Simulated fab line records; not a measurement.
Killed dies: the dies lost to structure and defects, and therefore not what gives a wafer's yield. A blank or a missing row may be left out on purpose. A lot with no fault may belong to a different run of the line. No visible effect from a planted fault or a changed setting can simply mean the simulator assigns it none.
Matching of chambers + flow n5_finfet + pecvd-02 running N5_BEOL_M14_DEP_53: 3 sister chambers
The step deposits SiCN from 3MS/NH3, target thk 50 nm, time 17.8 s. 3 wafers are shown with their chamber, then 7 later ones without.

## WAFERS PAIRED WITH THEIR CHAMBERS
| wafer  | chamber | showerhead_plenum_p_Torr (Torr) |
|--------|---------|---------------------------------|
| L083.5 | 2       | 4.176                           |
| L085.2 | 0       | 4.174                           |
| L085.3 | 1       | 4.151                           |

## WAFERS MISSING THEIR CHAMBER
| wafer  | showerhead_plenum_p_Torr (Torr) |
|--------|---------------------------------|
| L085.5 | 4.186                           |
| L092.2 | 4.180                           |
| L092.4 | 4.178                           |
| L092.6 | 4.140                           |
| L095.4 | 4.153                           |
| L095.5 | 4.176                           |
| L095.6 | 4.184                           |

## CHAMBER TAKEN BY EACH
| wafer  | from the rows above     | in truth |
|--------|-------------------------|----------|
| L085.5 | can't be placed: 2 or 0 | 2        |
| L092.2 | can't be placed: 2 or 0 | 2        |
| L092.4 | can't be placed: 2 or 0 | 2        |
| L092.6 | 1                       | 1        |
| L095.4 | 1                       | 1        |
| L095.5 | can't be placed: 2 or 0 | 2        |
| L095.6 | can't be placed: 2 or 0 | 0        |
2 of 7 placed correctly. These rows do not allow placing 5 (true chamber among the candidates in 5). 0 placed wrongly.
How it was worked out, from the rows above alone: a wafer's distance from a chamber is the root of the sum, over the readings, of the square of ((its reading less the chamber's mean) divided by the reading's scatter). The wafer belongs to the nearest chamber; if the next one is less than 2 further off, it can't be placed. A chamber's mean is the mean of its shown wafers. The scatter: with one shown wafer a chamber, the root of the mean of the squares of how far each hidden wafer lies from its nearest shown one.
